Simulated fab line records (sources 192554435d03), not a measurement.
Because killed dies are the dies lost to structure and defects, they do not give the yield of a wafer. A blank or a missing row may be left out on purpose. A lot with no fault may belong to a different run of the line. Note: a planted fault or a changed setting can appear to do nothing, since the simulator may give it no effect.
Chamber matching / flow n5-finfet / N5_SD_EPI_N_ETCH_34 on rie-diel-04: 4 sister chambers
The step etches SiARC in CF4, target depth 45.5 nm, time 75.8 s. 16 wafers are shown with their chamber, then 8 later ones without.

WAFERS PAIRED WITH THEIR CHAMBERS
wafer=L074.1; chamber=2; drypump-motor-current-A (A)=5.7; showerhead-plenum-p-Torr (Torr)=2.20; throttle-valve-pct (%)=16.14
wafer=L074.5; chamber=3; drypump-motor-current-A (A)=5.4; showerhead-plenum-p-Torr (Torr)=2.18; throttle-valve-pct (%)=15.55
wafer=L074.6; chamber=2; drypump-motor-current-A (A)=5.6; showerhead-plenum-p-Torr (Torr)=2.20; throttle-valve-pct (%)=16.12
wafer=L082.2; chamber=3; drypump-motor-current-A (A)=5.4; showerhead-plenum-p-Torr (Torr)=2.17; throttle-valve-pct (%)=15.61
wafer=L082.3; chamber=1; drypump-motor-current-A (A)=4.7; showerhead-plenum-p-Torr (Torr)=2.13; throttle-valve-pct (%)=15.88
wafer=L082.6; chamber=1; drypump-motor-current-A (A)=4.7; showerhead-plenum-p-Torr (Torr)=2.13; throttle-valve-pct (%)=15.88
wafer=L083.1; chamber=2; drypump-motor-current-A (A)=5.6; showerhead-plenum-p-Torr (Torr)=2.19; throttle-valve-pct (%)=16.18
wafer=L083.2; chamber=0; drypump-motor-current-A (A)=5.5; showerhead-plenum-p-Torr (Torr)=2.19; throttle-valve-pct (%)=15.61
wafer=L083.6; chamber=2; drypump-motor-current-A (A)=5.6; showerhead-plenum-p-Torr (Torr)=2.19; throttle-valve-pct (%)=16.18
wafer=L087.3; chamber=3; drypump-motor-current-A (A)=5.4; showerhead-plenum-p-Torr (Torr)=2.17; throttle-valve-pct (%)=15.63
wafer=L087.5; chamber=0; drypump-motor-current-A (A)=5.5; showerhead-plenum-p-Torr (Torr)=2.19; throttle-valve-pct (%)=15.65
wafer=L087.6; chamber=3; drypump-motor-current-A (A)=5.4; showerhead-plenum-p-Torr (Torr)=2.17; throttle-valve-pct (%)=15.62
wafer=L088.1; chamber=1; drypump-motor-current-A (A)=4.7; showerhead-plenum-p-Torr (Torr)=2.12; throttle-valve-pct (%)=15.88
wafer=L088.2; chamber=0; drypump-motor-current-A (A)=5.5; showerhead-plenum-p-Torr (Torr)=2.19; throttle-valve-pct (%)=15.64
wafer=L088.3; chamber=3; drypump-motor-current-A (A)=5.4; showerhead-plenum-p-Torr (Torr)=2.17; throttle-valve-pct (%)=15.65
wafer=L089.1; chamber=2; drypump-motor-current-A (A)=5.6; showerhead-plenum-p-Torr (Torr)=2.19; throttle-valve-pct (%)=15.70

SIGNATURES (means of the wafers above)
reading=drypump-motor-current-A; chamber 0=5.500; chamber 1=4.700; chamber 2=5.620; chamber 3=5.400; scatter within a chamber=0.0258
reading=showerhead-plenum-p-Torr; chamber 0=2.1900; chamber 1=2.1267; chamber 2=2.1940; chamber 3=2.1720; scatter within a chamber=0.00471
reading=throttle-valve-pct; chamber 0=15.6333; chamber 1=15.8800; chamber 2=16.0640; chamber 3=15.6120; scatter within a chamber=0.121
Rule: distance of a wafer from a chamber = root of the sum over the readings of ((wafer's reading minus chamber's mean) / reading's scatter) squared. The wafer belongs to the nearest chamber; if the next one is less than 2 further off, it can't be placed. The scatter: take each reading less its chamber's mean, square it, sum over the shown wafers, divide by the number of wafers less the number of chambers, and take the root.

WAFERS WITH NO CHAMBER GIVEN
wafer=L089.4; drypump-motor-current-A (A)=5.5; showerhead-plenum-p-Torr (Torr)=2.19; throttle-valve-pct (%)=15.65
wafer=L089.6; drypump-motor-current-A (A)=5.5; showerhead-plenum-p-Torr (Torr)=2.19; throttle-valve-pct (%)=15.63
wafer=L095.2; drypump-motor-current-A (A)=5.5; showerhead-plenum-p-Torr (Torr)=2.18; throttle-valve-pct (%)=15.66
wafer=L095.3; drypump-motor-current-A (A)=4.7; showerhead-plenum-p-Torr (Torr)=2.12; throttle-valve-pct (%)=15.92
wafer=L095.6; drypump-motor-current-A (A)=4.7; showerhead-plenum-p-Torr (Torr)=2.12; throttle-valve-pct (%)=15.93
wafer=L097.3; drypump-motor-current-A (A)=4.8; showerhead-plenum-p-Torr (Torr)=2.12; throttle-valve-pct (%)=15.91
wafer=L097.4; drypump-motor-current-A (A)=5.4; showerhead-plenum-p-Torr (Torr)=2.16; throttle-valve-pct (%)=15.68
wafer=L097.6; drypump-motor-current-A (A)=4.7; showerhead-plenum-p-Torr (Torr)=2.12; throttle-valve-pct (%)=15.93

WHICH CHAMBER EACH ONE RAN IN
wafer=L089.4; from the rows above=0; in truth=0
wafer=L089.6; from the rows above=0; in truth=0
wafer=L095.2; from the rows above=0; in truth=0
wafer=L095.3; from the rows above=1; in truth=1
wafer=L095.6; from the rows above=1; in truth=1
wafer=L097.3; from the rows above=1; in truth=1
wafer=L097.4; from the rows above=3; in truth=3
wafer=L097.6; from the rows above=1; in truth=1
Correct placement for 8 of the 8. Not placeable from these rows: 0. Number placed wrongly: 0.
